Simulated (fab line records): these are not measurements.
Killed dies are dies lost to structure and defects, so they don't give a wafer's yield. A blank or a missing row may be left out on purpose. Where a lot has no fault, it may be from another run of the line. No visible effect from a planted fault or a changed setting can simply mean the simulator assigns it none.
Matching of chambers -- flow nandHarc -- NHARC_P_GATE_DEP_103 on pecvd-02: 3 sister chambers
The step deposits SiON, target thk 30 nm. 16 wafers are shown with their chamber, then 8 later ones without.

WAFERS, EACH WITH ITS CHAMBER
wafer,chamber,heaterPowerW (W)
L599.1,2,738
L599.2,0,840
L599.3,1,727
L603.3,0,849
L603.5,1,791
L603.6,0,852
L604.1,2,702
L604.5,0,843
L604.6,2,712
L609.1,2,637
L609.2,1,793
L609.6,2,622
L610.2,1,724
L610.4,0,809
L610.5,1,716
L611.1,0,846

SIGNATURES, as means of the wafers listed above
reading,chamber 0,chamber 1,chamber 2,scatter within a chamber
heaterPowerW,839.83,750.20,682.20,36.4
Rule: for each reading, subtract the chamber's mean from the wafer's reading, divide by that reading's scatter and square the result; add these up over the readings and take the root, which gives the wafer's distance from the chamber. If the next closest chamber is less than 2 further off than the closest, the wafer can't be placed; otherwise it belongs to the closest. The scatter: the root of (the sum of the squares of (reading less its chamber's mean) over the shown wafers, divided by (wafers less chambers)).

WAFERS WITH NO CHAMBER GIVEN
wafer,heaterPowerW (W)
L611.4,841
L611.5,736
L620.2,913
L620.3,820
L620.6,920
L621.4,673
L621.5,756
L621.6,760

WHICH CHAMBER EACH WENT THROUGH
wafer,from the rows above,in truth
L611.4,0,0
L611.5,can't be placed: 1 or 2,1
L620.2,0,0
L620.3,can't be placed: 0 or 1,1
L620.6,0,0
L621.4,can't be placed: 2 or 1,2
L621.5,can't be placed: 1 or 2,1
L621.6,can't be placed: 1 or 2 or 0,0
Correctly placed: 3 of 8. These rows do not allow placing 5 (true chamber among the candidates in 5). 0 placed wrongly.
